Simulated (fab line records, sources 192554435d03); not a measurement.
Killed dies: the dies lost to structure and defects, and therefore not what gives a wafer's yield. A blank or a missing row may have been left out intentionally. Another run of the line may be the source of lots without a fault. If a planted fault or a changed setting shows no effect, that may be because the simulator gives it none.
Lot-split experiment / flow n5-finfet / 39 wafers read from 7 lots, route of 1938 steps

THE SPLIT
At N5_BEOL_M8_DEVELOP_10 (develop time 30 s), the setting develop-time-s was moved away from the recipe's 30 s on 12 of the 39 wafers read, by -59.6% to +59.4%. All remaining wafers had this setting at the recipe value.

FROM THE SPLIT TO THE READING: what the file shows between them, 12 steps
- N5_BEOL_M8_CD_MEAS_11: target cd 38.5 nm
- N5_BEOL_M8_DESCUM_16: chemistry O2, time 7.9 s
- N5_BEOL_M8_ETCH_61: etches SiARC in CF4, target depth 45.5 nm, time 75.8 s
- N5_BEOL_M8_ETCH_62: etches SOC in N2/H2, target depth 110 nm, overetch 22 nm, time 165 s
- N5_BEOL_M8_STRIP_68: strips in N2/H2
- N5_BEOL_M8_HM_OPEN_17: chemistry Cl2/BCl3, target TiN, target depth 20 nm, overetch 6 nm
- N5_BEOL_M8_STRIP_19: strips in O2
- N5_BEOL_M8_CD_MEAS_18: pitch 80 nm, target cd 40 nm
- N5_BEOL_M8_COAT_63: time 60 s, resist thk 60 nm
- N5_BEOL_M8_COAT_64: time 60 s, resist thk 12 nm
- N5_BEOL_M8_PRECLEAN_42: cleans in residue remover, time 60 s
- N5_BEOL_M8_SRD_43: time 30 s

THE READING
cd-nm at N5_BEOL_M8_CD_MEAS_35, given in nm (cd target 40 nm). On this fab line, fault-free wafers typically give 40.3 nm with a standard deviation of 0.65 nm.

wafer=L075.1; tool, chamber at the split=litho-track-05, 0; develop-time-s as run, s=30; against the recipe=recipe; cd-nm, nm=39.8; against lot-mates on the recipe=-
wafer=L075.2; tool, chamber at the split=litho-track-05, 0; develop-time-s as run, s=30; against the recipe=recipe; cd-nm, nm=39.7; against lot-mates on the recipe=-
wafer=L075.3; tool, chamber at the split=litho-track-05, 0; develop-time-s as run, s=30; against the recipe=recipe; cd-nm, nm=39.9; against lot-mates on the recipe=-
wafer=L075.4; tool, chamber at the split=litho-track-05, 0; develop-time-s as run, s=30; against the recipe=recipe; cd-nm, nm=39.1; against lot-mates on the recipe=-
wafer=L075.5; tool, chamber at the split=litho-track-05, 0; develop-time-s as run, s=30; against the recipe=recipe; cd-nm, nm=39.6; against lot-mates on the recipe=-
wafer=L075.6; tool, chamber at the split=litho-track-05, 0; develop-time-s as run, s=30; against the recipe=recipe; cd-nm, nm=39.8; against lot-mates on the recipe=-
wafer=L079.1; tool, chamber at the split=litho-track-01, 0; develop-time-s as run, s=30; against the recipe=recipe; cd-nm, nm=40.5; against lot-mates on the recipe=-
wafer=L079.2; tool, chamber at the split=litho-track-01, 0; develop-time-s as run, s=30; against the recipe=recipe; cd-nm, nm=39.8; against lot-mates on the recipe=-
wafer=L079.3; tool, chamber at the split=litho-track-01, 0; develop-time-s as run, s=30; against the recipe=recipe; cd-nm, nm=40.6; against lot-mates on the recipe=-
wafer=L079.4; tool, chamber at the split=litho-track-01, 0; develop-time-s as run, s=30; against the recipe=recipe; cd-nm, nm=40.8; against lot-mates on the recipe=-
wafer=L079.5; tool, chamber at the split=litho-track-01, 0; develop-time-s as run, s=30; against the recipe=recipe; cd-nm, nm=40.5; against lot-mates on the recipe=-
wafer=L079.6; tool, chamber at the split=litho-track-01, 0; develop-time-s as run, s=30; against the recipe=recipe; cd-nm, nm=39.5; against lot-mates on the recipe=-
wafer=L083.1; tool, chamber at the split=litho-track-05, 0; develop-time-s as run, s=30; against the recipe=recipe; cd-nm, nm=39.5; against lot-mates on the recipe=-
wafer=L083.2; tool, chamber at the split=litho-track-05, 0; develop-time-s as run, s=47.82; against the recipe=+59.4%; cd-nm, nm=42.4; against lot-mates on the recipe=+2.6
wafer=L083.3; tool, chamber at the split=litho-track-05, 0; develop-time-s as run, s=30; against the recipe=recipe; cd-nm, nm=39.9; against lot-mates on the recipe=-
wafer=L083.4; tool, chamber at the split=litho-track-05, 0; develop-time-s as run, s=30; against the recipe=recipe; cd-nm, nm=40.1; against lot-mates on the recipe=-
wafer=L083.5; tool, chamber at the split=litho-track-05, 0; develop-time-s as run, s=47.82; against the recipe=+59.4%; cd-nm, nm=41.7; against lot-mates on the recipe=+1.9
wafer=L083.6; tool, chamber at the split=litho-track-05, 0; develop-time-s as run, s=47.82; against the recipe=+59.4%; cd-nm, nm=41.9; against lot-mates on the recipe=+2.1
wafer=L087.1; tool, chamber at the split=litho-track-01, 0; develop-time-s as run, s=30; against the recipe=recipe; cd-nm, nm=39.6; against lot-mates on the recipe=-
wafer=L087.2; tool, chamber at the split=litho-track-01, 0; develop-time-s as run, s=45; against the recipe=+50.0%; cd-nm, nm=42.3; against lot-mates on the recipe=+2.6
wafer=L087.3; tool, chamber at the split=litho-track-01, 0; develop-time-s as run, s=30; against the recipe=recipe; cd-nm, nm=38.9; against lot-mates on the recipe=-
wafer=L087.4; tool, chamber at the split=litho-track-01, 0; develop-time-s as run, s=45; against the recipe=+50.0%; cd-nm, nm=42.4; against lot-mates on the recipe=+2.7
wafer=L087.5; tool, chamber at the split=litho-track-01, 0; develop-time-s as run, s=30; against the recipe=recipe; cd-nm, nm=40.5; against lot-mates on the recipe=-
wafer=L087.6; tool, chamber at the split=litho-track-01, 0; develop-time-s as run, s=45; against the recipe=+50.0%; cd-nm, nm=43.1; against lot-mates on the recipe=+3.4
wafer=L090.1; tool, chamber at the split=litho-track-05, 0; develop-time-s as run, s=30; against the recipe=recipe; cd-nm, nm=40.0; against lot-mates on the recipe=-
wafer=L090.2; tool, chamber at the split=litho-track-05, 0; develop-time-s as run, s=30; against the recipe=recipe; cd-nm, nm=39.3; against lot-mates on the recipe=-
wafer=L090.4; tool, chamber at the split=litho-track-05, 0; develop-time-s as run, s=30; against the recipe=recipe; cd-nm, nm=39.6; against lot-mates on the recipe=-
wafer=L092.1; tool, chamber at the split=litho-track-05, 0; develop-time-s as run, s=30; against the recipe=recipe; cd-nm, nm=39.9; against lot-mates on the recipe=-
wafer=L092.2; tool, chamber at the split=litho-track-05, 0; develop-time-s as run, s=30; against the recipe=recipe; cd-nm, nm=40.0; against lot-mates on the recipe=-
wafer=L092.3; tool, chamber at the split=litho-track-05, 0; develop-time-s as run, s=46.74; against the recipe=+55.8%; cd-nm, nm=42.1; against lot-mates on the recipe=+2.2
wafer=L092.4; tool, chamber at the split=litho-track-05, 0; develop-time-s as run, s=46.74; against the recipe=+55.8%; cd-nm, nm=41.0; against lot-mates on the recipe=+1.1
wafer=L092.5; tool, chamber at the split=litho-track-05, 0; develop-time-s as run, s=46.74; against the recipe=+55.8%; cd-nm, nm=41.6; against lot-mates on the recipe=+1.7
wafer=L092.6; tool, chamber at the split=litho-track-05, 0; develop-time-s as run, s=30; against the recipe=recipe; cd-nm, nm=39.9; against lot-mates on the recipe=-
wafer=L096.1; tool, chamber at the split=litho-track-05, 0; develop-time-s as run, s=12.13; against the recipe=-59.6%; cd-nm, nm=36.0; against lot-mates on the recipe=-3.8
wafer=L096.2; tool, chamber at the split=litho-track-05, 0; develop-time-s as run, s=30; against the recipe=recipe; cd-nm, nm=39.6; against lot-mates on the recipe=-
wafer=L096.3; tool, chamber at the split=litho-track-05, 0; develop-time-s as run, s=30; against the recipe=recipe; cd-nm, nm=39.8; against lot-mates on the recipe=-
wafer=L096.4; tool, chamber at the split=litho-track-05, 0; develop-time-s as run, s=12.13; against the recipe=-59.6%; cd-nm, nm=36.7; against lot-mates on the recipe=-3.1
wafer=L096.5; tool, chamber at the split=litho-track-05, 0; develop-time-s as run, s=12.13; against the recipe=-59.6%; cd-nm, nm=36.6; against lot-mates on the recipe=-3.2
wafer=L096.6; tool, chamber at the split=litho-track-05, 0; develop-time-s as run, s=30; against the recipe=recipe; cd-nm, nm=40.1; against lot-mates on the recipe=-

THE FIT
A straight line over all 39 wafers: cd-nm changes by +0.0454 nm for each +1% of develop-time-s; r = +0.93; the points scatter about the line by 0.55 nm.
The same after taking each lot's own level away (the mean of its wafers on the recipe; 39 wafers): +0.0458 nm for each +1%; r = +0.94; scatter 0.54 nm.
The reading moves by 2.7 nm for the largest change in develop-time-s, on that fit.
The lots' own levels span 39.63 to 40.28 nm, that is 1.0 times the standard deviation above.
Hence the lot-to-lot level has little effect on the slope; both slopes agree.
Check: with one of the wafers moved furthest among these (-59.6%) left out of the fit, the line predicts -2.66 nm for it against its lot-mates. Against them it came out at -3.83 nm.

THE WHOLE CHAIN: every reading that the file lists as answering this split, in the file's order
step=N5_BEOL_M8_CD_MEAS_11; what it does=target cd 38.5 nm; reading=cd-nm; change (the file's fit)=+0.042 nm for each +1% of the setting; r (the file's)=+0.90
step=N5_BEOL_M8_ETCH_61; what it does=etches SiARC in CF4, target depth 45.5 nm, time 75.8 s; reading=BEOL_M8.cd-offset-nm (the simulator's own value, which no gauge read); change (the file's fit)=+0.0436 nm for each +1% of the setting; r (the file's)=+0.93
step=N5_BEOL_M8_CD_MEAS_18; what it does=pitch 80 nm, target cd 40 nm; reading=cd-nm; change (the file's fit)=+0.0424 nm for each +1% of the setting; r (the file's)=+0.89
step=N5_BEOL_M8_CD_MEAS_35; what it does=target cd 40 nm; reading=cd-nm; change (the file's fit)=+0.0445 nm for each +1% of the setting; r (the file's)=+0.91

THE FILE'S OWN FIT
cd-nm changes by +0.0445 nm for each +1% of develop-time-s, r = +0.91.
